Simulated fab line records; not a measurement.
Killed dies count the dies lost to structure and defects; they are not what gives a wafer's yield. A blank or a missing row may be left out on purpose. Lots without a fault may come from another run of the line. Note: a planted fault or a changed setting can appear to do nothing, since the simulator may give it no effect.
Lot-split experiment -- flow n5-finfet -- 21 wafers read from 7 lots, route of 1938 steps

## THE SPLIT ITSELF
At N5_BEOL_M11_EXPOSE_25 (exposes mask V10), the setting dose-mj was moved away from the recipe's 85.5 on 5 of the 21 wafers read, by -7.2% to +5.7%. The other wafers ran this setting at the recipe's value.

## FROM THE SPLIT TO THE READING: what the file shows between them, 2 steps
- N5_BEOL_M11_PEB_26: peb time 60 s
- N5_BEOL_M11_DEVELOP_27: develop time 30 s

## THE READING
At N5_BEOL_M11_CD_MEAS_28: cd-nm in nanometres, against a target cd of 70 nm. Fault-free wafers of this fab line usually give 69.7 nm, standard deviation 1.3 nm.

wafer,"tool, chamber at the split",dose-mj as run,against the recipe,"cd-nm, nm",against lot-mates on the recipe
L076.1,"arfi-scanner-01, 0",85.5,recipe,69.0,-
L076.3,"arfi-scanner-01, 0",85.5,recipe,68.3,-
L076.4,"arfi-scanner-01, 0",80.07,-6.4%,63.4,-5.3
L079.2,"arfi-scanner-01, 0",88.99,+4.1%,73.1,+3.3
L079.4,"arfi-scanner-01, 0",85.5,recipe,69.8,-
L079.6,"arfi-scanner-01, 0",88.99,+4.1%,73.8,+4.0
L080.4,"arfi-scanner-01, 0",85.5,recipe,69.6,-
L080.5,"arfi-scanner-01, 0",85.5,recipe,69.9,-
L080.6,"arfi-scanner-01, 0",85.5,recipe,67.5,-
L081.1,"arfi-scanner-03, 0",85.5,recipe,65.9,-
L081.3,"arfi-scanner-03, 0",85.5,recipe,68.7,-
L081.6,"arfi-scanner-03, 0",85.5,recipe,66.6,-
L089.1,"arfi-scanner-03, 0",85.5,recipe,69.0,-
L089.4,"arfi-scanner-03, 0",85.5,recipe,70.5,-
L089.5,"arfi-scanner-03, 0",90.35,+5.7%,73.4,+3.7
L093.1,"arfi-scanner-01, 0",85.5,recipe,72.5,-
L093.2,"arfi-scanner-01, 0",85.5,recipe,69.7,-
L093.5,"arfi-scanner-01, 0",85.5,recipe,69.3,-
L094.1,"arfi-scanner-03, 0",79.37,-7.2%,61.8,-7.4
L094.2,"arfi-scanner-03, 0",85.5,recipe,70.2,-
L094.4,"arfi-scanner-03, 0",85.5,recipe,68.1,-

FIT RESULTS
A straight line over all 21 wafers: cd-nm changes by +0.944 nm for each +1% of dose-mj; r = +0.88; the points scatter about the line by 1.4 nm.
The same after taking each lot's own level away (the mean of its wafers on the recipe; 21 wafers): +0.869 nm for each +1%; r = +0.92; scatter 1 nm.
That fit puts the effect of the largest move of dose-mj on the reading at 6.2 nm.
The span of the lots' own levels, 67.07 to 70.50 nm, comes to 2.6 times the standard deviation stated above.
Hence the lot-to-lot level has little effect on the slope; both slopes agree.
Check: -5.7 nm against its lot-mates is what the line predicts for one of the wafers moved furthest among these (-7.2%) when that wafer is left out of the fit. Against them it came out at -7.35 nm.

## THE FILE'S OWN FIT
cd-nm changes by +0.865 nm for each +1% of dose-mj, r = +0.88.
